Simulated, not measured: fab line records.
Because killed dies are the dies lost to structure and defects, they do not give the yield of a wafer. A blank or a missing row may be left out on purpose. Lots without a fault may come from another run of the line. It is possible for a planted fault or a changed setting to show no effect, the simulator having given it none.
fab line records + flow nand_harc
record
- lots=14
- wafers=42
- last_day=25
route steps=1159 shown A_ZERO_WELL@401 A_ONON_D1@437 A_CHANNEL_HOLE_D1@464 END@1159
lots with no fault: from the same line, run without faults
start_h: hours from the record's opening day to when the first of the lot's shown wafers began + wait_h: hours since the lot's step before + " repeats the value in the row above + L1.1+2: one row covering several wafers at once + - no value, or no start was given + * or withheld: withheld + < > ~ a bound
route shown NAME@n: a module of which the file shows steps, and the number in the route of the first + usual: mean/standard deviation taken from wafers without a fault + same: alike in all rows + chamber/n: place in a boat + sites: the reading at each site + _std_site: the values' standard deviation + _edge_site: the outer-site mean with the inner-site mean subtracted + radius_mm: for every site, how far away it sits from the centre of the wafer + mask NAME#n: copy n + behind: the most recent tool/chamber to have shaped the wafer + hold: reason for holding the lot/hours on hold/outcome of the hold + device: whichever transistor did not switch (one of n, p or np) + end of line: tests run on the same wafers once the route is complete + a step without rows: its recipe alone + killed: the dies lost at the first sort to structure and to defects; this is not the yield of the wafer + map: per-die view of a wafer (x killed, . not killed, _ where there is no die)
set.NAME: the run value of the setting; set.NAME@STEP: its run value at that earlier step + model.NAME: the simulator's own value behind a step, which no gauge read
one table for each step of the route and one row for each wafer, over a sample of lots
services: a tool's chamber out of use, with start hour (start_h, from the record's first day; less than 0 if before it), hours out, and reason
## steps
# step NHARC_A_ZERO_WELL_CD_MEAS_10
# recipe
- target_cd_nm=2000
- landing_energy_ev=500
# usual
- cd_nm=1999.5/2.3
| lot.wafer | tool      | chamber | start_h | wait_h | cd_nm  |
|-----------|-----------|---------|---------|--------|--------|
| L567.1    | cd_sem-01 | 0       | 123.12  | -      | 2002.3 |
| L567.5    | "         | 0       | "       | "      | 1995.5 |
| L567.6    | "         | 0       | "       | "      | 1997.5 |
| L568.1    | cd_sem-03 | 0       | 132.50  | -      | 2001.3 |
| L568.2    | "         | 0       | "       | "      | 2000.2 |
| L568.3    | "         | 0       | "       | "      | 2000.4 |
| L569.1    | cd_sem-01 | 0       | 153.20  | -      | 1998.6 |
| L569.3    | "         | 0       | "       | "      | 2000.3 |
| L569.5    | "         | 0       | "       | "      | 2002.6 |
| L570.1    | cd_sem-03 | 0       | 154.72  | -      | 1995.2 |
| L570.2    | "         | 0       | "       | "      | 1996.4 |
| L570.6    | "         | 0       | "       | "      | 1999.0 |
| L572.2    | cd_sem-02 | 0       | 155.43  | -      | 2001.4 |
| L572.3    | "         | 0       | "       | "      | 2002.9 |
| L572.6    | "         | 0       | "       | "      | 1998.6 |
| L571.3    | cd_sem-03 | 0       | 162.13  | -      | 2001.2 |
| L571.4    | "         | 0       | "       | "      | 1998.9 |
| L571.6    | "         | 0       | "       | "      | 2002.0 |
| L574.3    | cd_sem-03 | 0       | 176.17  | -      | 2002.2 |
| L574.4    | "         | 0       | "       | "      | 1999.0 |
| L574.6    | "         | 0       | "       | "      | 2000.3 |
| L573.2    | cd_sem-03 | 0       | 176.57  | -      | 2000.9 |
| L573.3    | "         | 0       | "       | "      | 2001.6 |
| L573.4    | "         | 0       | "       | "      | 1998.0 |
| L575.1    | cd_sem-02 | 0       | 186.96  | -      | 1996.1 |
| L575.2    | "         | 0       | "       | "      | 1999.3 |
| L575.5    | "         | 0       | "       | "      | 2002.0 |
| L576.1    | cd_sem-03 | 0       | 192.82  | -      | 2001.9 |
| L576.2    | "         | 0       | "       | "      | 1998.9 |
| L576.5    | "         | 0       | "       | "      | 1997.1 |
| L578.2    | cd_sem-01 | 0       | 228.97  | -      | 2001.7 |
| L578.5    | "         | 0       | "       | "      | 2004.8 |
| L578.6    | "         | 0       | "       | "      | 2000.2 |
| L587.1    | cd_sem-01 | 0       | 245.92  | -      | 2000.1 |
| L587.3    | "         | 0       | "       | "      | 2000.3 |
| L587.6    | "         | 0       | "       | "      | 1998.9 |
| L589.1    | cd_sem-02 | 0       | 263.57  | -      | 2000.8 |
| L589.2    | "         | 0       | "       | "      | 2002.6 |
| L589.3    | "         | 0       | "       | "      | 1997.8 |
| L590.1    | cd_sem-02 | 0       | 273.08  | -      | 1999.7 |
| L590.3    | "         | 0       | "       | "      | 2001.4 |
| L590.4    | "         | 0       | "       | "      | 2002.9 |
# step NHARC_A_ONON_D1_THK_MEAS_18
# recipe
- thk_meas_gauge=ellipsometry
# usual
- thk_nm=997/9.7
| lot.wafer | tool          | chamber | start_h | wait_h | thk_nm |
|-----------|---------------|---------|---------|--------|--------|
| L567.1    | film_metro-01 | -       | 167.35  | -      | 998    |
| L567.5    | "             | -       | "       | "      | 996    |
| L567.6    | "             | -       | "       | "      | 998    |
| L568.1    | film_metro-02 | -       | 167.35  | -      | 1016   |
| L568.2    | "             | -       | "       | "      | 1017   |
| L568.3    | "             | -       | "       | "      | 1019   |
| L570.1    | film_metro-01 | -       | 185.08  | -      | 989    |
| L570.2    | "             | -       | "       | "      | 989    |
| L570.6    | "             | -       | "       | "      | 989    |
| L569.1    | film_metro-01 | -       | 185.09  | -      | 997    |
| L569.3    | "             | -       | "       | "      | 996    |
| L569.5    | "             | -       | "       | "      | 998    |
| L572.2    | film_metro-02 | -       | 185.09  | -      | 997    |
| L572.3    | "             | -       | "       | "      | 996    |
| L572.6    | "             | -       | "       | "      | 996    |
| L571.3    | film_metro-01 | -       | 194.33  | -      | 1012   |
| L571.4    | "             | -       | "       | "      | 1011   |
| L571.6    | "             | -       | "       | "      | 1013   |
| L574.3    | film_metro-01 | -       | 210.00  | -      | 995    |
| L574.4    | "             | -       | "       | "      | 997    |
| L574.6    | "             | -       | "       | "      | 997    |
| L573.2    | film_metro-02 | -       | 210.00  | -      | 1005   |
| L573.3    | "             | -       | "       | "      | 1006   |
| L573.4    | "             | -       | "       | "      | 1007   |
| L575.1    | film_metro-01 | -       | 221.12  | -      | 987    |
| L575.2    | "             | -       | "       | "      | 986    |
| L575.5    | "             | -       | "       | "      | 986    |
| L576.1    | film_metro-02 | -       | 225.70  | -      | 982    |
| L576.2    | "             | -       | "       | "      | 982    |
| L576.5    | "             | -       | "       | "      | 984    |
| L578.2    | film_metro-01 | -       | 260.15  | -      | 991    |
| L578.5    | "             | -       | "       | "      | 992    |
| L578.6    | "             | -       | "       | "      | 990    |
| L587.1    | film_metro-02 | -       | 280.79  | -      | 983    |
| L587.3    | "             | -       | "       | "      | 983    |
| L587.6    | "             | -       | "       | "      | 984    |
| L589.1    | film_metro-02 | -       | 295.55  | -      | 1015   |
| L589.2    | "             | -       | "       | "      | 1017   |
| L589.3    | "             | -       | "       | "      | 1013   |
| L590.1    | film_metro-02 | -       | 305.81  | -      | 1003   |
| L590.3    | "             | -       | "       | "      | 1003   |
| L590.4    | "             | -       | "       | "      | 1003   |
# step NHARC_A_ONON_D1_DEP_28
# recipe
- target_thk_a=10000
- n2_flow_sccm=2750
- n2o_flow_sccm=2000
- nh3_flow_sccm=500
- sih4_flow_sccm=210
- temp_c=400
# usual
- n2o_flow_sccm=2001/6.4
| lot.wafer | tool          | chamber | start_h | wait_h | n2o_flow_sccm |
|-----------|---------------|---------|---------|--------|---------------|
| L568.1    | pecvd_onon-02 | 0       | 169.10  | 0.1    | 1996          |
| L568.2    | "             | 0       | "       | "      | 1999          |
| L568.3    | "             | 0       | "       | "      | 1996          |
| L567.1    | pecvd_onon-03 | 0       | 169.11  | 0.1    | 2008          |
| L567.5    | "             | 0       | "       | "      | 2004          |
| L567.6    | "             | 0       | "       | "      | 2003          |
| L570.1    | pecvd_onon-03 | 0       | 186.83  | 0.1    | 2003          |
| L570.2    | "             | 0       | "       | "      | 1996          |
| L570.6    | "             | 0       | "       | "      | 2001          |
| L572.2    | pecvd_onon-02 | 0       | 186.90  | 0.1    | 2000          |
| L572.3    | "             | 0       | "       | "      | 2003          |
| L572.6    | "             | 0       | "       | "      | 1996          |
| L569.1    | pecvd_onon-01 | 0       | 187.01  | 0.1    | 2003          |
| L569.3    | "             | 0       | "       | "      | 1996          |
| L569.5    | "             | 0       | "       | "      | 1994          |
| L571.3    | pecvd_onon-02 | 0       | 196.20  | 0.2    | 1994          |
| L571.4    | "             | 0       | "       | "      | 2004          |
| L571.6    | "             | 0       | "       | "      | 2004          |
| L573.2    | pecvd_onon-03 | 0       | 211.84  | 0.1    | 1985          |
| L573.3    | "             | 0       | "       | "      | 1989          |
| L573.4    | "             | 0       | "       | "      | 1993          |
| L574.3    | pecvd_onon-01 | 0       | 211.87  | 0.2    | 2006          |
| L574.4    | "             | 0       | "       | "      | 2012          |
| L574.6    | "             | 0       | "       | "      | 2001          |
| L575.1    | pecvd_onon-01 | 0       | 222.86  | 0.1    | 2013          |
| L575.2    | "             | 0       | "       | "      | 2015          |
| L575.5    | "             | 0       | "       | "      | 2011          |
| L576.1    | pecvd_onon-01 | 0       | 227.45  | 0.1    | 2011          |
| L576.2    | "             | 0       | "       | "      | 1999          |
| L576.5    | "             | 0       | "       | "      | 2009          |
| L578.2    | pecvd_onon-01 | 0       | 262.80  | 0.1    | 1992          |
| L578.5    | "             | 0       | "       | "      | 2001          |
| L578.6    | "             | 0       | "       | "      | 1999          |
| L587.1    | pecvd_onon-03 | 0       | 282.55  | 0.1    | 2011          |
| L587.3    | "             | 0       | "       | "      | 2001          |
| L587.6    | "             | 0       | "       | "      | 1995          |
| L589.1    | pecvd_onon-03 | 0       | 297.84  | 0.2    | 2001          |
| L589.2    | "             | 0       | "       | "      | 1996          |
| L589.3    | "             | 0       | "       | "      | 1998          |
| L590.1    | pecvd_onon-02 | 0       | 307.58  | 0.1    | 2012          |
| L590.3    | "             | 0       | "       | "      | 2005          |
| L590.4    | "             | 0       | "       | "      | 1995          |
# step NHARC_A_ONON_D1_THK_MEAS_30
# recipe
- thk_meas_gauge=ellipsometry
# usual
- thk_nm=1002/12
| lot.wafer | tool          | chamber | start_h | wait_h | thk_nm |
|-----------|---------------|---------|---------|--------|--------|
| L568.1    | film_metro-01 | -       | 169.61  | -      | 983    |
| L568.2    | "             | -       | "       | "      | 985    |
| L568.3    | "             | -       | "       | "      | 984    |
| L567.1    | film_metro-02 | -       | 169.62  | -      | 980    |
| L567.5    | "             | -       | "       | "      | 981    |
| L567.6    | "             | -       | "       | "      | 980    |
| L570.1    | film_metro-01 | -       | 187.34  | -      | 1016   |
| L570.2    | "             | -       | "       | "      | 1012   |
| L570.6    | "             | -       | "       | "      | 1012   |
| L572.2    | film_metro-02 | -       | 187.35  | -      | 1017   |
| L572.3    | "             | -       | "       | "      | 1014   |
| L572.6    | "             | -       | "       | "      | 1015   |
| L569.1    | film_metro-01 | -       | 187.52  | -      | 1000   |
| L569.3    | "             | -       | "       | "      | 999    |
| L569.5    | "             | -       | "       | "      | 998    |
| L571.3    | film_metro-01 | -       | 196.59  | -      | 1015   |
| L571.4    | "             | -       | "       | "      | 1014   |
| L571.6    | "             | -       | "       | "      | 1016   |
| L574.3    | film_metro-02 | -       | 212.26  | -      | 991    |
| L574.4    | "             | -       | "       | "      | 990    |
| L574.6    | "             | -       | "       | "      | 991    |
| L573.2    | film_metro-01 | -       | 212.30  | -      | 1008   |
| L573.3    | "             | -       | "       | "      | 1008   |
| L573.4    | "             | -       | "       | "      | 1006   |
| L575.1    | film_metro-01 | -       | 223.37  | -      | 1013   |
| L575.2    | "             | -       | "       | "      | 1015   |
| L575.5    | "             | -       | "       | "      | 1014   |
| L576.1    | film_metro-02 | -       | 227.96  | -      | 756    |
| L576.2    | "             | -       | "       | "      | 1011   |
| L576.5    | "             | -       | "       | "      | 1012   |
| L578.2    | film_metro-01 | -       | 263.26  | -      | 1004   |
| L578.5    | "             | -       | "       | "      | 1003   |
| L578.6    | "             | -       | "       | "      | 747    |
| L587.1    | film_metro-02 | -       | 283.06  | -      | 988    |
| L587.3    | "             | -       | "       | "      | 987    |
| L587.6    | "             | -       | "       | "      | 989    |
| L589.1    | film_metro-02 | -       | 298.36  | -      | 1000   |
| L589.2    | "             | -       | "       | "      | 999    |
| L589.3    | "             | -       | "       | "      | 1000   |
| L590.1    | film_metro-02 | -       | 308.10  | -      | 999    |
| L590.3    | "             | -       | "       | "      | 999    |
| L590.4    | "             | -       | "       | "      | 998    |
# step NHARC_A_CHANNEL_HOLE_D1_INSPECT_12
# usual
- raw_defect_count=5/3.1
| lot.wafer | tool              | chamber | start_h | wait_h | raw_defect_count |
|-----------|-------------------|---------|---------|--------|------------------|
| L568.1    | defect_inspect-01 | -       | 172.83  | 0.0    | 4                |
| L568.2    | "                 | -       | "       | "      | 3                |
| L568.3    | "                 | -       | "       | "      | 3                |
| L567.1    | defect_inspect-02 | -       | 173.04  | 0.0    | 5                |
| L567.5    | "                 | -       | "       | "      | 1                |
| L567.6    | "                 | -       | "       | "      | 2                |
| L572.2    | defect_inspect-01 | -       | 193.00  | 0.0    | 2                |
| L572.3    | "                 | -       | "       | "      | 5                |
| L572.6    | "                 | -       | "       | "      | 2                |
| L570.1    | defect_inspect-02 | -       | 193.16  | 0.0    | 3                |
| L570.2    | "                 | -       | "       | "      | 5                |
| L570.6    | "                 | -       | "       | "      | 3                |
| L569.1    | defect_inspect-02 | -       | 194.17  | 0.0    | 7                |
| L569.3    | "                 | -       | "       | "      | 2                |
| L569.5    | "                 | -       | "       | "      | 6                |
| L571.3    | defect_inspect-01 | -       | 201.48  | 0.0    | 5                |
| L571.4    | "                 | -       | "       | "      | 5                |
| L571.6    | "                 | -       | "       | "      | 7                |
| L574.3    | defect_inspect-01 | -       | 216.07  | 0.0    | 8                |
| L574.4    | "                 | -       | "       | "      | 14               |
| L574.6    | "                 | -       | "       | "      | 6                |
| L573.2    | defect_inspect-01 | -       | 216.52  | 0.0    | 2                |
| L573.3    | "                 | -       | "       | "      | 7                |
| L573.4    | "                 | -       | "       | "      | 6                |
| L575.1    | defect_inspect-02 | -       | 227.10  | 0.0    | 5                |
| L575.2    | "                 | -       | "       | "      | 3                |
| L575.5    | "                 | -       | "       | "      | 9                |
| L576.2    | defect_inspect-02 | -       | 231.39  | 0.0    | 4                |
| L576.5    | "                 | -       | "       | "      | 6                |
| L578.2    | defect_inspect-01 | -       | 266.63  | 0.0    | 10               |
| L578.5    | "                 | -       | "       | "      | 4                |
| L587.1    | defect_inspect-02 | -       | 286.32  | 0.0    | 2                |
| L587.3    | "                 | -       | "       | "      | 9                |
| L587.6    | "                 | -       | "       | "      | 4                |
| L589.1    | defect_inspect-01 | -       | 304.95  | 0.1    | 9                |
| L589.2    | "                 | -       | "       | "      | 2                |
| L589.3    | "                 | -       | "       | "      | 2                |
| L590.1    | defect_inspect-01 | -       | 313.28  | 0.0    | 8                |
| L590.3    | "                 | -       | "       | "      | 3                |
| L590.4    | "                 | -       | "       | "      | 6                |
# step NHARC_END_SORT_01
# recipe
- temp_c=25
# usual
- killed_at_array=29/10
- killed_at_other=0.7/1.1
- killed_at_periphery=3.3/2.4
- killed_dies=33/11
- killed_open=3.3/2
- killed_short=1.9/1.3
# same
- gross_dies=677
| lot.wafer | tool      | chamber | start_h | wait_h | killed_at_array | killed_at_other | killed_at_periphery | killed_dies | killed_open | killed_short |
|-----------|-----------|---------|---------|--------|-----------------|-----------------|---------------------|-------------|-------------|--------------|
| L576.1    | prober-02 | 0       | 498.08  | 2.5    | 677             | 0               | 0                   | 677         | 8           | 3            |
| L576.2    | prober-02 | 0       | 498.90  | 2.8    | 17              | 1               | 5                   | 23          | 7           | 2            |
| L576.5    | prober-02 | 0       | 501.34  | 3.8    | 19              | 0               | 2                   | 21          | 7           | 2            |
| L578.2    | prober-01 | 0       | 550.37  | 2.8    | 29              | 2               | 4                   | 35          | 2           | 0            |
| L578.5    | prober-01 | 0       | 552.77  | 3.7    | 37              | 1               | 7                   | 45          | 9           | 2            |
| L578.6    | prober-01 | 0       | 553.57  | 4.0    | 671             | 1               | 5                   | 677         | 2           | 1            |
# killed by level:class
L576.1 A_ONON_D1:area_dep=651 A_STAIRCASE:chamber_film_flake=8 A_CONTACT:geometric_particle:open=3 A_CHANNEL_HOLE_D1:chamber_film_flake=3 A_CHANNEL_HOLE_D1:geometric_particle:open=2 A_WL_FILL:geometric_particle:short=2 A_M0:geometric_particle:open=2 A_WL_FILL:geometric_particle:open=1
L576.2 A_STAIRCASE:chamber_film_flake=6 A_CONTACT:chamber_film_flake=4 P_CONTACT:geometric_particle:open=3 A_CONTACT:geometric_particle:open=2 A_CHANNEL_HOLE_D1:chamber_film_flake=2 P_CONTACT:geometric_particle:short=1 P_M1:geometric_particle:open=1 A_ONON_D1:geometric_particle:open=1
L576.5 A_CONTACT:chamber_film_flake=4 A_CHANNEL_HOLE_D1:chamber_film_flake=3 A_STAIRCASE:chamber_film_flake=3 A_WL_FILL:geometric_particle:open=2 A_M0:geometric_particle:open=2 P_CONTACT:geometric_particle:open=1 A_SGD_CUT:geometric_particle:open=1 A_WL_FILL:geometric_particle:short=1
L578.2 A_SLIT:chamber_film_flake=14 A_CHANNEL_HOLE_D1:chamber_film_flake=9 A_CONTACT:chamber_film_flake=5 THIN_TSV:chamber_film_flake=2 P_CONTACT:geometric_particle:open=1 A_SOURCE_PLATE:geometric_particle:open=1 P_STI:chamber_film_flake=1 P_GATE:chamber_film_flake=1
L578.5 A_SLIT:chamber_film_flake=16 A_CHANNEL_HOLE_D1:chamber_film_flake=11 A_CONTACT:chamber_film_flake=3 P_STI:geometric_particle:open=2 P_CONTACT:geometric_particle:open=2 P_CONTACT:chamber_film_flake=2 A_CHANNEL_FILL_D1:geometric_particle:open=1 A_WL_FILL:geometric_particle:open=1
L578.6 A_ONON_D1:area_dep=646 A_SLIT:chamber_film_flake=17 P_M1:chamber_film_flake=3 A_CHANNEL_HOLE_D1:chamber_film_flake=3 A_CONTACT:chamber_film_flake=3 P_GATE:geometric_particle:open=1 A_SGD_CUT:geometric_particle:short=1 A_WL_FILL:geometric_particle:open=1
## services
| tool          | chamber | start_h | hours | kind |
|---------------|---------|---------|-------|------|
| pecvd_onon-03 | -       | 153.17  | 13.0  | pm   |
| pecvd_onon-01 | -       | 195.29  | 13.0  | pm   |
| pecvd_onon-02 | -       | 292.18  | 13.0  | pm   |
## key
first_sign
- step=NHARC_A_ONON_D1_THK_MEAS_30
- reading=thk_nm
- direction=down
- sigmas=21
- usual=1002
- struck=752
effect
- step=NHARC_END_SORT_01
- reading=killed_at_array
- direction=up
- sigmas=63
- usual=29
- struck=674
more_kills_born_at
- NHARC_A_ONON_D1_DEP_28@pecvd_onon-01=1297
met_at NHARC_A_ONON_D1_DEP_28
struck_lots L576,L578
struck_wafers L576.1,L578.6
later_rows_left_out L576.1,L578.6
tester_left_out L576,L578
not_acting_at NHARC_A_ZERO_WELL_CD_MEAS_10,NHARC_A_ONON_D1_THK_MEAS_18,NHARC_A_CHANNEL_HOLE_D1_INSPECT_12
onset_between 222.86 227.45
fault
- kind=process_parameter_drift
- tool=pecvd_onon-01
- chamber=-
- onset_h=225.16
- steps=NHARC_A_ONON_D1_DEP_28
- channel=target_thk_a
- offset=*
- shape=step
- end_h=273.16
- scope=struck_wafers_only
- acts_in=*
- stated=*
# tester_left_out: of these lots the tester's yield and bins aren't shown, on N5 and GAA mostly nor the transistor test; their killed dies are dies lost to structure and defects alone, not to doping, threshold or leakage, so they don't give the yield
# later_rows_left_out: the simulator's readings of these wafers behind a module that went badly wrong aren't trusted and aren't shown, but for the sort
